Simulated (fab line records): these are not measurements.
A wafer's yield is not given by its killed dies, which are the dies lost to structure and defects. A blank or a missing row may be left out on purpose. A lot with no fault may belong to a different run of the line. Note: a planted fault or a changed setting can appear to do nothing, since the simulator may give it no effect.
Matching of chambers + flow n5-finfet + N5_BEOL_M10_ETCH_61 on rie-diel-02 has 4 sister chambers
The step etches SiARC in CF4, target depth 39 nm, time 65 s. 4 wafers are shown with their chamber, then 8 later ones without.

## WAFERS WITH THEIR CHAMBER
| wafer  | chamber | showerhead-plenum-p-Torr (Torr) |
|--------|---------|---------------------------------|
| L086.5 | 3       | 2.27                            |
| L086.6 | 0       | 2.20                            |
| L088.6 | 2       | 2.13                            |
| L093.2 | 1       | 2.26                            |

## WAFERS WITH NO CHAMBER GIVEN
| wafer  | showerhead-plenum-p-Torr (Torr) |
|--------|---------------------------------|
| L093.4 | 2.13                            |
| L093.5 | 2.27                            |
| L097.1 | 2.20                            |
| L097.2 | 2.26                            |
| L097.3 | 2.25                            |
| L097.4 | 2.13                            |
| L097.5 | 2.20                            |
| L097.6 | 2.25                            |

## THE CHAMBER EACH PASSED THROUGH
| wafer  | from the rows above | in truth                   |
|--------|---------------------|----------------------------|
| L093.4 | 2                   | 2                          |
| L093.5 | 3                   | 3                          |
| L097.1 | 0                   | 0                          |
| L097.2 | 1                   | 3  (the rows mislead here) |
| L097.3 | 1                   | 1                          |
| L097.4 | 2                   | 2                          |
| L097.5 | 0                   | 0                          |
| L097.6 | 1                   | 1                          |
Placed correctly: 7 of 8. Number that these rows cannot place: 0. 1 placed wrongly.
How it was worked out, from the rows above alone: a wafer's distance from a chamber is the root of the sum, over the readings, of the square of ((its reading less the chamber's mean) divided by the reading's scatter). If the next closest chamber is less than 2 further off than the closest, the wafer can't be placed; otherwise it belongs to the closest. The mean given for a chamber averages the wafers shown for that chamber. The scatter: root of mean squared gap, hidden wafer to nearest shown wafer, with one shown wafer a chamber.
